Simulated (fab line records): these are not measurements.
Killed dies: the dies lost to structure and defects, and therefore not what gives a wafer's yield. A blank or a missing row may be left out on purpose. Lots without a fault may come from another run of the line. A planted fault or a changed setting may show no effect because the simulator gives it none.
fab line records -- flow n5_finfet
record: lots: 7, wafers: 18, last_day: 16
route steps=1938 shown BEOL_M4@1025 PASSIVATION@1936
lots with no fault: from the same line, run without faults
start_h: hours from the record's first day to the start of the lot's first wafer shown -- wait_h: hours elapsed since this lot's preceding step -- " the same as in the row above -- L1.1+2: one row covering several wafers at once -- - either no value or no given start -- * or withheld: withheld -- < > ~ a bound
route shown NAME@n: a module of which the file shows steps, and the number in the route of the first -- usual: the fault-free wafers' mean and standard deviation -- same: alike in all rows -- chamber/n: place in a boat -- sites: the reading at each site -- _std_site: standard deviation across them -- _edge_site: outer sites' mean less inner sites' -- radius_mm: for every site, how far away it sits from the centre of the wafer -- mask NAME#n: copy n -- behind: the tool/chamber that last shaped the wafer -- hold: why the lot was held/for how many hours/how that ended -- device: which transistor (n, p or np) failed to switch -- end of line: the tests these same wafers got at the end of their route -- a step given without rows: its recipe and nothing more -- killed: at the first sort, the dies lost to defects and structure; wafer yield is something else -- map: the dies of a wafer, with x for killed, . for not killed, _ for no die there
set.NAME: the setting as run; set.NAME@STEP: as run at that earlier step -- model.NAME: the simulator's own value behind a step, which no gauge read
a table for each step, a row for each wafer; lots at some steps of the route
services: a tool's chamber out of use, with start hour (start_h, from the record's first day; less than 0 if before it), hours out, and reason
== steps ==
step: N5_BEOL_M4_COAT_61
recipe: resist: SOC, temp_c: 250, time_s: 60, spin_rpm: 1500, resist_thk_nm: 60
step: N5_BEOL_M4_COAT_62
recipe: resist: SiARC, temp_c: 220, time_s: 60, spin_rpm: 1500, resist_thk_nm: 12
step: N5_BEOL_M4_COAT_73
recipe: resist: underlayer, temp_c: 205, time_s: 60, spin_rpm: 1500, resist_thk_nm: 5
step: N5_BEOL_M4_COAT_05
recipe: resist: CAR-EUV, spin_rpm: 1500, resist_thk_nm: 30
step: N5_BEOL_M4_EBR_07
recipe: solvent: PGMEA, ebr_width_mm: 1.5
step: N5_BEOL_M4_SOFTBAKE_06
recipe: temp_c: 110, time_s: 60, resist: CAR-EUV
step: N5_BEOL_M4_EXPOSE_08
recipe: mask_id: M4, na: 0.33, source_shape: dipole, sigma_inner: 0.369, sigma_outer: 0.767, polarization: unpolarized, dose_mj: 41.25
step: N5_BEOL_M4_PEB_09
recipe: peb_temp_c: 100, peb_time_s: 60, resist: CAR-EUV
step: N5_BEOL_M4_DEVELOP_10
recipe: develop_time_s: 30, developer: TMAH, resist: CAR-EUV, rinse_liquid: surfactant_rinse, dry: air_spin, dev_temp_c: 23
step: N5_BEOL_M4_CD_MEAS_11
recipe: target_cd_nm: 16.79, landing_energy_ev: 500, detector: se_inlens, polarity: opening
usual: cd_nm: 16.82/0.27
lot.wafer,tool,chamber,start_h,wait_h,cd_nm
L688.3,cd_sem-03,0,156.98,-,16.63
L688.4,cd_sem-03,0,156.98,-,16.91
L688.5,cd_sem-03,0,156.98,-,16.78
L691.2,cd_sem-02,0,182.10,-,17.14
L691.4,cd_sem-02,0,182.10,-,16.61
L691.5,cd_sem-02,0,182.10,-,17.03
L692.2,cd_sem-02,0,194.45,-,17.03
L692.5,cd_sem-02,0,194.45,-,16.82
L693.2,cd_sem-02,0,202.57,-,16.62
L693.3,cd_sem-02,0,202.57,-,16.89
L693.6,cd_sem-02,0,202.57,-,17.05
L694.2,cd_sem-01,0,204.37,-,16.56
L694.4,cd_sem-01,0,204.37,-,17.15
L695.4,cd_sem-02,0,208.78,-,16.20
L695.5,cd_sem-02,0,208.78,-,16.50
L704.2,cd_sem-02,0,263.32,-,16.82
L704.4,cd_sem-02,0,263.32,-,16.62
L704.5,cd_sem-02,0,263.32,-,16.65
step: N5_BEOL_M4_OVL_MEAS_12
recipe: points_per_wafer: 522
usual: M4_OVL: 0.7/0.63
lot.wafer,tool,chamber,start_h,wait_h,M4_OVL[nm]
L688.3,overlay-02,0,157.02,0.0,1.0
L688.4,overlay-02,0,157.02,0.0,0.3
L688.5,overlay-02,0,157.02,0.0,0.9
L691.2,overlay-02,0,182.13,0.0,0.1
L691.4,overlay-02,0,182.13,0.0,0.8
L691.5,overlay-02,0,182.13,0.0,0.4
L692.2,overlay-02,0,194.49,0.0,0.4
L692.5,overlay-02,0,194.49,0.0,0.9
L693.2,overlay-02,0,202.61,0.0,0.3
L693.3,overlay-02,0,202.61,0.0,1.2
L693.6,overlay-02,0,202.61,0.0,0.5
L694.2,overlay-02,0,204.41,0.0,0.8
L694.4,overlay-02,0,204.41,0.0,0.2
L695.4,overlay-01,0,208.82,0.0,1.1
L695.5,overlay-01,0,208.82,0.0,1.1
L704.2,overlay-02,0,263.36,0.0,0.9
L704.4,overlay-02,0,263.36,0.0,0.2
L704.5,overlay-02,0,263.36,0.0,1.9
step: N5_BEOL_M4_INSPECT_13
recipe: mode: adi, inspect_instrument: brightfield
usual: raw_defect_count: 442/110
lot.wafer,tool,chamber,start_h,wait_h,raw_defect_count
L688.3,defect_inspect-01,-,157.07,0.0,556
L688.4,defect_inspect-01,-,157.07,0.0,386
L688.5,defect_inspect-01,-,157.07,0.0,294
L691.2,defect_inspect-01,-,182.19,0.0,400
L691.4,defect_inspect-01,-,182.19,0.0,555
L691.5,defect_inspect-01,-,182.19,0.0,327
L692.2,defect_inspect-01,-,194.54,0.0,558
L692.5,defect_inspect-01,-,194.54,0.0,552
L693.2,defect_inspect-02,-,202.66,0.0,278
L693.3,defect_inspect-02,-,202.66,0.0,221
L693.6,defect_inspect-02,-,202.66,0.0,208
L694.2,defect_inspect-02,-,204.46,0.0,554
L694.4,defect_inspect-02,-,204.46,0.0,680
L695.4,defect_inspect-01,-,208.87,0.0,493
L695.5,defect_inspect-01,-,208.87,0.0,478
L704.2,defect_inspect-01,-,263.41,0.0,574
L704.4,defect_inspect-01,-,263.41,0.0,868
L704.5,defect_inspect-01,-,263.41,0.0,503
step: N5_BEOL_M4_DESCUM_16
recipe: chemistry: O2, time_s: 7, source_power_w: 50, bias_power_w: 20, pressure_mtorr: 20, rf_frequency_hz: 2.712e+07, temp_c: 40, resist: CAR-EUV, o2_flow_sccm: 225
usual: drypump_motor_current_A: 5.8/0.42, oes_product_au: 0.78/0.088, rf_vpp_V: 243.4/1.4, showerhead_plenum_p_Torr: 2.10/0.078, throttle_valve_pct: 20.40/0.28
lot.wafer,tool,chamber,start_h,wait_h,drypump_motor_current_A,oes_product_au,rf_hours_counter_h,rf_vpp_V,showerhead_plenum_p_Torr,throttle_valve_pct,model.CAR-EUV_of_BEOL_M4_COAT_05.thk_nm
L688.3,rie_diel-04,2,157.16,0.1,5.5,0.73,174,241.3,2.02,20.54,26
L688.4,rie_diel-04,1,157.16,0.1,6.1,0.88,53,243.2,2.11,20.15,26
L688.5,rie_diel-04,0,157.16,0.1,6.4,0.72,-,243.5,2.15,21.02,26
L691.2,rie_diel-04,1,182.22,0.0,6.1,0.86,62,242.3,2.11,20.14,25.8
L691.4,rie_diel-04,1,182.22,0.0,6.1,0.86,-,243.9,2.11,20.16,25.8
L691.5,rie_diel-04,2,182.22,0.0,5.5,0.73,-,242.0,2.02,20.55,26
L692.2,rie_diel-04,2,194.64,0.1,5.5,0.72,188,244.0,2.02,20.57,26.8
L692.5,rie_diel-04,1,194.64,0.1,6.1,0.86,-,244.3,2.11,20.15,26
L693.2,rie_diel-03,0,202.75,0.1,5.8,0.69,222,245.2,2.17,20.16,26.2
L693.3,rie_diel-03,2,202.75,0.1,5.9,0.69,245,241.1,1.97,20.29,26.2
L693.6,rie_diel-03,0,202.75,0.1,5.8,0.70,-,244.4,2.17,20.16,26.2
L694.2,rie_diel-04,1,204.50,0.0,6.1,0.85,71,243.3,2.11,20.16,26.8
L694.4,rie_diel-04,3,204.50,0.0,5.7,0.97,3,243.5,2.16,20.42,26.8
L695.4,rie_diel-04,3,209.06,0.2,5.7,0.95,-,242.4,2.16,20.41,26.8
L695.5,rie_diel-04,1,209.06,0.2,6.1,0.84,-,244.3,2.11,20.17,26
L704.2,rie_diel-05,2,263.59,0.2,5.1,0.85,50,245.7,2.19,19.89,26
L704.4,rie_diel-05,1,263.59,0.2,5.6,0.68,239,241.6,1.96,20.30,26.2
L704.5,rie_diel-05,1,263.59,0.2,5.6,0.68,-,241.9,1.96,20.29,26.2
step: N5_BEOL_M4_ETCH_74
recipe: chemistry: N2/H2, target: underlayer, target_depth_a: 65, mask_material: CAR-EUV, time_s: 5.2, ion_energy_ev: 200, pressure_mtorr: 30, source_w: 840, bias_w: 150, n2_flow_sccm: 200, h2_flow_sccm: 200, ends: cleared
usual: bias_w: 150.0/0.46, drypump_motor_current_A: 5.8/0.42, etch_rf_on_time_s: 5.21/0.11, oes_product_au: 0.66/0.076, rf_vpp_V: 524/3, showerhead_plenum_p_Torr: 2.55/0.1, throttle_valve_pct: 17.84/0.24
lot.wafer,tool,chamber,start_h,wait_h,bias_w,drypump_motor_current_A,etch_rf_on_time_s,oes_product_au,rf_hours_counter_h,rf_vpp_V,showerhead_plenum_p_Torr,throttle_valve_pct
L688.3,rie_diel-04,2,157.20,0.0,150.6,5.5,5.23,0.62,174,521,2.44,17.86
L688.4,rie_diel-04,1,157.20,0.0,150.8,6.1,5.03,0.75,53,524,2.59,17.65
L688.5,rie_diel-04,0,157.20,0.0,149.9,6.4,5.15,0.61,-,525,2.59,18.43
L691.2,rie_diel-04,1,182.26,0.0,149.3,6.1,5.04,0.73,62,528,2.59,17.68
L691.4,rie_diel-04,1,182.26,0.0,149.9,6.1,5.05,0.73,-,528,2.59,17.65
L691.5,rie_diel-04,2,182.26,0.0,150.0,5.5,5.21,0.62,-,518,2.43,17.86
L692.2,rie_diel-04,2,194.68,0.0,149.4,5.5,5.26,0.60,188,521,2.43,17.90
L692.5,rie_diel-04,1,194.68,0.0,150.0,6.1,5.08,0.73,-,527,2.58,17.68
L693.2,rie_diel-03,0,202.78,0.0,150.2,5.8,5.32,0.59,222,526,2.61,17.46
L693.3,rie_diel-03,2,202.78,0.0,149.4,5.9,5.38,0.58,245,520,2.39,17.65
L693.6,rie_diel-03,0,202.78,0.0,150.7,5.8,5.33,0.59,-,526,2.61,17.47
L694.2,rie_diel-04,1,204.53,0.0,149.4,6.1,5.10,0.72,71,526,2.58,17.67
L694.4,rie_diel-04,3,204.53,0.0,150.2,5.7,4.95,0.84,3,526,2.60,17.60
L695.4,rie_diel-04,3,209.09,0.0,149.9,5.7,5.07,0.83,-,527,2.60,17.61
L695.5,rie_diel-04,1,209.09,0.0,150.0,6.1,5.12,0.73,-,524,2.58,17.69
L704.2,rie_diel-05,2,263.62,0.0,150.7,5.1,5.15,0.73,50,529,2.71,17.63
L704.4,rie_diel-05,1,263.62,0.0,149.9,5.6,5.44,0.57,239,520,2.40,17.84
L704.5,rie_diel-05,1,263.62,0.0,150.0,5.6,5.35,0.57,-,518,2.40,17.86
step: N5_BEOL_M4_ETCH_63
recipe: chemistry: CF4, target: SiARC, target_depth_a: 156, mask_material: CAR-EUV, time_s: 26, ion_energy_ev: 80, pressure_mtorr: 40, source_w: 545, bias_w: 36, Ar_flow_sccm: 100, cf4_flow_sccm: 100, ends: cleared
usual: bias_w: 36.02/0.11, drypump_motor_current_A: 5.8/0.42, etch_rf_on_time_s: 26.0/0.55, oes_product_au: 0.66/0.077, rf_vpp_V: 184.1/1.2, showerhead_plenum_p_Torr: 2.15/0.081, throttle_valve_pct: 15.61/0.24
lot.wafer,tool,chamber,start_h,wait_h,bias_w,drypump_motor_current_A,etch_rf_on_time_s,oes_product_au,rf_hours_counter_h,rf_vpp_V,showerhead_plenum_p_Torr,throttle_valve_pct,model.CAR-EUV_of_BEOL_M4_COAT_05.thk_nm
L688.3,rie_diel-04,2,157.21,0.0,36.17,5.5,26.1,0.63,174,183.3,2.06,15.64,11.2
L688.4,rie_diel-04,1,157.21,0.0,36.15,6.1,25.5,0.74,53,184.5,2.17,15.35,11
L688.5,rie_diel-04,0,157.21,0.0,36.17,6.4,26.0,0.61,-,183.0,2.21,16.22,11
L691.2,rie_diel-04,1,182.27,0.0,35.87,6.1,25.5,0.74,62,185.9,2.17,15.36,11
L691.4,rie_diel-04,1,182.27,0.0,35.99,6.1,25.5,0.74,-,183.8,2.17,15.37,11
L691.5,rie_diel-04,2,182.27,0.0,36.09,5.4,26.1,0.62,-,183.6,2.06,15.67,11.2
L692.2,rie_diel-04,2,194.69,0.0,36.22,5.5,26.0,0.61,188,184.0,2.06,15.67,12
L692.5,rie_diel-04,1,194.69,0.0,36.02,6.1,25.6,0.72,-,185.1,2.17,15.38,11.2
L693.2,rie_diel-03,0,202.80,0.0,36.27,5.8,26.8,0.59,222,183.6,2.21,15.39,11.4
L693.3,rie_diel-03,2,202.80,0.0,35.97,5.9,27.3,0.58,245,184.0,2.03,15.66,11.2
L693.6,rie_diel-03,0,202.80,0.0,36.12,5.8,26.9,0.59,-,184.5,2.21,15.40,11.2
L694.2,rie_diel-04,1,204.55,0.0,36.08,6.1,25.3,0.72,71,184.4,2.16,15.39,12
L694.4,rie_diel-04,3,204.55,0.0,35.98,5.7,25.3,0.83,3,184.0,2.18,15.35,12
L695.4,rie_diel-04,3,209.11,0.0,35.95,5.7,25.1,0.83,-,184.1,2.18,15.36,11.8
L695.5,rie_diel-04,1,209.11,0.0,35.94,6.1,25.2,0.73,-,184.0,2.16,15.39,11.2
L704.2,rie_diel-05,2,263.64,0.0,36.09,5.1,25.7,0.73,50,185.1,2.28,15.30,11
L704.4,rie_diel-05,1,263.64,0.0,35.94,5.6,26.9,0.58,239,182.7,2.02,15.67,11.2
L704.5,rie_diel-05,1,263.64,0.0,35.76,5.6,26.9,0.57,-,181.7,2.02,15.65,11.2
step: N5_BEOL_M4_ETCH_64
recipe: chemistry: N2/H2, target: SOC, target_depth_a: 750, overetch_a: 225, mask_material: SiARC, temp_c: 40, time_s: 121.9, ion_energy_ev: 200, pressure_mtorr: 30, source_w: 840, bias_w: 150, n2_flow_sccm: 200, h2_flow_sccm: 200
usual: bias_w: 149.9/0.45, drypump_motor_current_A: 5.8/0.42, oes_product_au: 0.59/0.063, rf_vpp_V: 524.1/2.8, showerhead_plenum_p_Torr: 2.55/0.1, throttle_valve_pct: 17.80/0.24
lot.wafer,tool,chamber,start_h,wait_h,bias_w,drypump_motor_current_A,oes_product_au,rf_hours_counter_h,rf_vpp_V,showerhead_plenum_p_Torr,throttle_valve_pct
L688.3,rie_diel-04,2,157.24,0.0,150.1,5.5,0.55,174,520.8,2.44,17.83
L688.4,rie_diel-04,1,157.24,0.0,150.1,6.1,0.65,53,524.3,2.59,17.59
L688.5,rie_diel-04,0,157.24,0.0,150.1,6.4,0.54,-,525.9,2.59,18.36
L691.2,rie_diel-04,1,182.30,0.0,149.4,6.1,0.64,62,524.5,2.59,17.64
L691.4,rie_diel-04,1,182.30,0.0,150.0,6.1,0.65,-,526.5,2.59,17.63
L691.5,rie_diel-04,2,182.30,0.0,149.5,5.5,0.55,-,520.9,2.43,17.85
L692.2,rie_diel-04,2,194.72,0.0,150.0,5.5,0.55,188,519.4,2.43,17.85
L692.5,rie_diel-04,1,194.72,0.0,149.7,6.1,0.64,-,525.6,2.58,17.64
L693.2,rie_diel-03,0,202.83,0.0,150.2,5.8,0.53,222,524.7,2.61,17.44
L693.3,rie_diel-03,2,202.83,0.0,149.7,5.9,0.53,245,519.4,2.39,17.62
L693.6,rie_diel-03,0,202.83,0.0,150.3,5.8,0.53,-,524.2,2.61,17.42
L694.2,rie_diel-04,1,204.58,0.0,150.3,6.1,0.64,71,524.5,2.58,17.64
L694.4,rie_diel-04,3,204.58,0.0,150.4,5.7,0.72,3,526.2,2.60,17.57
L695.4,rie_diel-04,3,209.18,0.1,149.9,5.7,0.72,-,525.9,2.60,17.56
L695.5,rie_diel-04,1,209.18,0.1,149.5,6.1,0.64,-,524.2,2.58,17.64
L704.2,rie_diel-05,2,263.67,0.0,150.4,5.1,0.64,50,528.3,2.71,17.59
L704.4,rie_diel-05,1,263.67,0.0,149.3,5.6,0.52,239,519.0,2.40,17.83
L704.5,rie_diel-05,1,263.67,0.0,150.3,5.6,0.52,-,519.1,2.40,17.83
step: N5_BEOL_M4_RC_MEAS_101
usual: DIBL_N: 36.5/1.8, DIBL_P: 36.5/2.1, IOFF_N: 0.17/0.031, IOFF_P: 0.22/0.036, ION_N: 677/11, ION_P: 463/8, SS_N: 71.6/0.61, SS_P: 73.3/0.63, VT_N: 249/3.1, VT_P: -250/3.3
lot.wafer,tool,chamber,start_h,wait_h,DIBL_N[mV/V],DIBL_P[mV/V],IOFF_N[nA/um],IOFF_P[nA/um],ION_N[uA/um],ION_P[uA/um],SS_N[mV/dec],SS_P[mV/dec],VT_N[mV],VT_P[mV]
L688.3,prober-01,0,176.51,0.3,39.0,39.2,0.22,0.24,690,465,72.4,74.2,241,-251
L688.4,prober-01,0,176.51,0.3,38.3,38.6,0.21,0.24,687,470,71.9,74.9,243,-251
L688.5,prober-01,0,176.51,0.3,38.2,38.3,0.21,0.22,696,466,71.7,73.3,243,-250
L691.2,prober-01,0,189.63,0.2,33.7,32.9,0.11,0.16,671,462,70.7,72.9,255,-256
L691.4,prober-01,0,189.63,0.2,37.3,36.3,0.16,0.20,679,460,71.9,73.5,249,-250
L691.5,prober-01,0,189.63,0.2,35.8,35.9,0.14,0.19,685,463,71.2,73.6,252,-251
L692.2,prober-01,0,202.09,0.2,35.4,34.3,0.14,0.20,667,468,71.3,72.9,249,-248
L692.5,prober-01,0,202.09,0.2,36.8,37.7,0.18,0.24,687,473,72.2,73.5,247,-247
L694.2,prober-01,0,212.12,0.2,37.0,37.4,0.18,0.23,691,471,71.1,73.8,246,-248
L694.4,prober-01,0,212.12,0.2,36.4,35.4,0.15,0.19,671,461,71.6,72.8,251,-252
L693.2,prober-02,0,212.41,0.2,38.8,40.8,0.22,0.30,697,477,72.2,74.5,243,-243
L693.3,prober-02,0,212.41,0.2,34.9,35.1,0.14,0.18,677,463,71.1,72.5,252,-249
L693.6,prober-02,0,212.41,0.2,36.1,37.0,0.16,0.21,683,469,71.5,73.2,248,-251
L695.4,prober-02,0,220.07,0.5,37.5,36.9,0.17,0.23,663,458,71.9,73.8,247,-250
L695.5,prober-02,0,220.07,0.5,36.4,36.5,0.18,0.23,679,465,72.2,73.8,246,-251
L704.2,prober-01,0,274.33,0.2,38.6,37.9,0.22,0.26,702,480,71.5,73.9,243,-246
L704.4,prober-01,0,274.33,0.2,38.3,36.5,0.21,0.24,681,455,72.2,73.4,244,-246
L704.5,prober-01,0,274.33,0.2,38.3,37.3,0.22,0.25,700,475,71.7,74.0,244,-247
step: N5_PASSIVATION_PROBE_49
usual: defect_limited_yield: 91.4/1.5, killed_at_M0_to_M3: 35/11, killed_at_M4_up: 16/7, killed_at_contacts: 11/5.3, killed_at_front_end: 37/11, killed_at_other: 3.1/2.8, killed_dies: 102/18, killed_on_rim: 13/3.7, killed_open: 69/15, killed_short: 31/7.8, sort_bin_5_function: 5.1/1.1, sort_bin_6_memory: 3.2/0.69, sort_n_pass: 1078/18, sort_yield_pct: 91.4/1.5
same: gross_dies: 1180, killed_at_back_side: 0, sort_bin_4_leakage[%]: 0, sort_bin_8_speed[%]: 0
lot.wafer,tool,chamber,start_h,wait_h,defect_limited_yield[%],killed_at_M0_to_M3,killed_at_M4_up,killed_at_contacts,killed_at_front_end,killed_at_other,killed_dies,killed_on_rim,killed_open,killed_short,sort_bin_5_function[%],sort_bin_6_memory[%],sort_n_pass,sort_yield_pct[%]
L688.3,prober-01,-,277.07,0.1,92.7,36,11,10,23,6,86,11,51,28,4.0,3.1,1094,92.7
L688.4,prober-01,-,277.12,0.2,93.2,28,13,9,28,2,80,12,49,29,3.6,2.8,1100,93.2
L688.5,prober-01,-,277.17,0.2,94.7,24,12,6,18,2,62,8,49,13,3.1,1.8,1118,94.7
L691.2,prober-01,-,301.08,0.1,87.6,54,35,25,29,3,146,13,117,29,6.9,5.3,1034,87.6
L691.4,prober-01,-,301.18,0.2,88.2,55,20,21,38,5,139,19,100,39,6.8,4.7,1041,88.2
L691.5,prober-01,-,301.23,0.2,87.5,79,31,17,21,0,148,17,102,45,8.3,3.7,1032,87.5
L692.2,prober-01,-,303.24,0.1,91.1,23,23,13,41,5,105,17,72,30,5.5,3.2,1075,91.1
L692.5,prober-01,-,303.39,0.2,92.1,35,17,9,32,0,93,10,70,22,5.7,2.0,1087,92.1
L694.2,prober-01,-,313.48,0.1,91.4,39,14,13,31,5,102,10,57,41,4.4,3.6,1078,91.4
L694.4,prober-01,-,313.58,0.2,90.1,55,13,2,40,7,117,16,66,49,6.3,3.2,1063,90.1
L693.2,prober-02,-,318.13,0.1,93.4,24,5,12,33,4,78,14,52,24,3.4,2.8,1102,93.4
L693.3,prober-02,-,318.18,0.1,92.0,31,17,8,38,0,94,11,61,29,4.1,3.4,1086,92.0
L693.6,prober-02,-,318.33,0.3,92.2,27,16,14,35,0,92,8,67,25,4.5,3.0,1088,92.2
L695.4,prober-01,-,330.15,0.2,91.5,17,18,16,36,13,100,13,66,27,4.4,3.5,1080,91.5
L695.5,prober-01,-,330.20,0.2,91.0,26,32,19,27,2,106,12,71,30,5.3,3.2,1074,91.0
L704.2,prober-02,-,383.24,0.1,90.4,45,9,8,51,0,113,13,72,38,5.3,3.6,1067,90.4
L704.4,prober-02,-,383.34,0.2,90.1,42,20,3,42,10,117,12,82,32,5.7,4.2,1063,90.1
L704.5,prober-02,-,383.39,0.2,92.0,37,16,4,36,1,94,7,73,20,4.2,3.6,1086,92.0
killed by level:class
L688.3 BEOL_M2:geometric_particle:open=10 MOL_CONTACT_COAG:geometric_particle:open=7 BEOL_M0_SAQP:geometric_particle:short=6 BEOL_M0_SAQP:geometric_particle:open=6 BEOL_M3:geometric_particle:open=6 DUMMY_GATE:geometric_particle:open=5 FIN_SAQP:geometric_particle:short=4 BEOL_M4:geometric_particle:open=4
L688.4 BEOL_M0_SAQP:geometric_particle:short=7 MOL_CONTACT_COAG:geometric_particle:open=6 BEOL_M4:geometric_particle:open=6 ILD0:geometric_particle:open=5 BEOL_M0_SAQP:geometric_particle:open=5 BEOL_M1:geometric_particle:open=5 BEOL_M2:geometric_particle:open=5 ILD0:geometric_particle:short=4
L688.5 BEOL_M1:geometric_particle:open=8 MOL_CONTACT_COAG:geometric_particle:open=6 BEOL_M0_SAQP:geometric_particle:open=6 BEOL_M2:geometric_particle:open=6 FIN_SAQP:geometric_particle:open=4 DUMMY_GATE:geometric_particle:open=4 BEOL_M4:geometric_particle:open=4 FIN_SAQP:geometric_particle:short=3
L691.2 MOL_CONTACT_COAG:geometric_particle:open=22 BEOL_M4:geometric_particle:open=22 BEOL_M0_SAQP:geometric_particle:open=14 BEOL_M2:geometric_particle:open=12 BEOL_M3:geometric_particle:open=11 BEOL_M0_SAQP:geometric_particle:short=10 FIN_SAQP:geometric_particle:open=8 STI_FIN_REVEAL:geometric_particle:open=8
L691.4 MOL_CONTACT_COAG:geometric_particle:open=19 BEOL_M3:geometric_particle:open=17 BEOL_M0_SAQP:geometric_particle:open=11 STI_FIN_REVEAL:geometric_particle:open=11 BEOL_M0_SAQP:geometric_particle:short=11 BEOL_M4:geometric_particle:open=8 FIN_SAQP:geometric_particle:short=7 BEOL_M1:geometric_particle:open=6
L691.5 BEOL_M4:geometric_particle:open=21 BEOL_M3:geometric_particle:open=20 BEOL_M0_SAQP:geometric_particle:short=19 MOL_CONTACT_COAG:geometric_particle:open=14 BEOL_M2:geometric_particle:open=11 BEOL_M0_SAQP:geometric_particle:open=10 BEOL_M1:geometric_particle:open=9 BEOL_M3:geometric_particle:short=6
L692.2 FIN_SAQP:geometric_particle:open=11 MOL_CONTACT_COAG:geometric_particle:open=11 BEOL_M4:geometric_particle:open=10 BEOL_M0_SAQP:geometric_particle:open=9 STI_FIN_REVEAL:geometric_particle:open=7 STI_FIN_REVEAL:geometric_particle:short=4 BEOL_M3:geometric_particle:short=4 ILD0:geometric_particle:short=3
L692.5 BEOL_M1:geometric_particle:open=15 STI_FIN_REVEAL:geometric_particle:open=11 BEOL_M0_SAQP:geometric_particle:open=10 MOL_CONTACT_COAG:geometric_particle:open=7 BEOL_M4:geometric_particle:open=6 BEOL_M1:geometric_particle:short=5 FIN_SAQP:geometric_particle:open=3 FIN_SAQP:geometric_particle:short=3
L694.2 MOL_CONTACT_COAG:geometric_particle:open=11 FIN_SAQP:geometric_particle:short=10 BEOL_M0_SAQP:geometric_particle:open=10 BEOL_M0_SAQP:geometric_particle:short=9 BEOL_M1:geometric_particle:open=7 FIN_SAQP:geometric_particle:open=5 DUMMY_GATE:geometric_particle:open=4 BEOL_M0:geometric_particle:short=4
L694.4 BEOL_M0_SAQP:geometric_particle:short=17 BEOL_M0_SAQP:geometric_particle:open=16 FIN_SAQP:geometric_particle:short=9 STI_FIN_REVEAL:geometric_particle:open=9 BEOL_M1:geometric_particle:open=7 FIN_SAQP:geometric_particle:open=5 BEOL_M0:geometric_particle:open=4 BEOL_M1:geometric_particle:short=4
L693.2 BEOL_M0_SAQP:geometric_particle:open=13 MOL_CONTACT_COAG:geometric_particle:open=10 STI_FIN_REVEAL:geometric_particle:open=6 FIN_SAQP:geometric_particle:open=5 FIN_SAQP:geometric_particle:short=4 STI_FIN_REVEAL:geometric_particle:short=4 GATE_CUT:geometric_particle:short=3 BEOL_M0_SAQP:geometric_particle:short=3
L693.3 BEOL_M1:geometric_particle:open=11 FIN_SAQP:geometric_particle:open=10 BEOL_M0_SAQP:geometric_particle:open=9 FIN_SAQP:geometric_particle:short=7 BEOL_M0_SAQP:geometric_particle:short=6 MOL_CONTACT_COAG:geometric_particle:open=5 STI_FIN_REVEAL:geometric_particle:open=4 HKMG_FIN:area_etch=4
L693.6 FIN_SAQP:geometric_particle:open=10 BEOL_M1:geometric_particle:open=8 MOL_CONTACT_COAG:geometric_particle:short=7 STI_FIN_REVEAL:geometric_particle:open=7 MOL_CONTACT_COAG:geometric_particle:open=7 BEOL_M4:geometric_particle:open=7 BEOL_M3:geometric_particle:open=4 STARTING-WAFER:geometric_particle:open=4
L695.4 STI_FIN_REVEAL:geometric_particle:open=13 MOL_CONTACT_COAG:geometric_particle:open=13 BEOL_M3:geometric_particle:open=5 BEOL_M4:geometric_particle:open=5 GATE_CUT:geometric_particle:short=4 BEOL_M0_SAQP:geometric_particle:short=4 BEOL_M2:geometric_particle:open=4 BEOL_M7:geometric_particle:open=4
L695.5 BEOL_M4:geometric_particle:open=18 MOL_CONTACT_COAG:geometric_particle:open=13 BEOL_M1:geometric_particle:open=10 MOL_CONTACT_COAG:geometric_particle:short=6 GATE_CUT:geometric_particle:short=5 STI_FIN_REVEAL:geometric_particle:open=4 DUMMY_GATE:geometric_particle:open=4 BEOL_M5:geometric_particle:open=4
L704.2 GATE_CUT:geometric_particle:short=13 BEOL_M1:geometric_particle:open=12 STI_FIN_REVEAL:geometric_particle:open=10 BEOL_M2:geometric_particle:open=10 DUMMY_GATE:geometric_particle:open=8 MOL_CONTACT_COAG:geometric_particle:open=8 BEOL_M3:geometric_particle:open=7 FIN_SAQP:geometric_particle:open=5
L704.4 BEOL_M3:geometric_particle:open=11 BEOL_M2:geometric_particle:open=9 BEOL_M4:geometric_particle:open=9 FIN_SAQP:geometric_particle:open=8 BEOL_M1:geometric_particle:open=6 FIN_SAQP:geometric_particle:short=5 STI_FIN_REVEAL:geometric_particle:open=5 ILD0:geometric_particle:open=4
L704.5 BEOL_M1:geometric_particle:open=13 BEOL_M2:geometric_particle:open=10 FIN_SAQP:geometric_particle:open=7 BEOL_M4:geometric_particle:open=7 FIN_SAQP:geometric_particle:short=6 STI_FIN_REVEAL:geometric_particle:open=5 DUMMY_GATE:geometric_particle:open=5 BEOL_M0_SAQP:geometric_particle:open=5
== services ==
tool,chamber,start_h,hours,kind
rie_diel-05,0,166.50,3.8,repair
rie_diel-05,3,168.28,4.5,repair
rie_diel-04,3,176.86,-,clean
rie_diel-04,3,176.86,-,consumable_replace:focus_ring
rie_diel-04,3,176.86,19.3,scheduled_down
rie_diel-04,3,176.86,19.3,vent_cycle
rie_diel-03,3,197.84,8.7,repair
rie_diel-04,0,208.14,-,clean
rie_diel-04,0,208.14,-,consumable_replace:focus_ring
rie_diel-04,0,208.14,16.2,scheduled_down
rie_diel-04,0,208.14,16.2,vent_cycle
rie_diel-03,3,214.28,5.1,repair
rie_diel-03,2,219.44,-,clean
rie_diel-03,2,219.44,-,consumable_replace:focus_ring
rie_diel-03,2,219.44,-,consumable_replace:showerhead
rie_diel-03,2,219.44,15.1,scheduled_down
rie_diel-03,2,219.44,15.1,vent_cycle
rie_diel-03,3,248.74,6.3,repair
rie_diel-04,3,251.44,4.5,repair
rie_diel-05,3,256.33,3.1,repair
rie_diel-03,2,262.22,1.6,repair
== key ==
first_sign none at tools or gauges
model_effect: step: N5_BEOL_M4_DESCUM_16, value: CAR-EUV_of_BEOL_M4_COAT_05.thk_nm, without: 26, struck: 26.8
model_effect: step: N5_BEOL_M4_ETCH_63, value: CAR-EUV_of_BEOL_M4_COAT_05.thk_nm, without: 11.15, struck: 11.95
met_at N5_BEOL_M4_DESCUM_16
struck_wafers L692.2,L694.2,L694.4,L695.4
onset_between 182.22 194.64
fault: kind: process_parameter_drift, tool: rie_diel-04, chamber: -, onset_h: 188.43, steps: N5_BEOL_M4_DESCUM_16, channel: time_s, offset: *, shape: step, end_h: 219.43, scope: struck_wafers_only, acts_in: *, stated: *
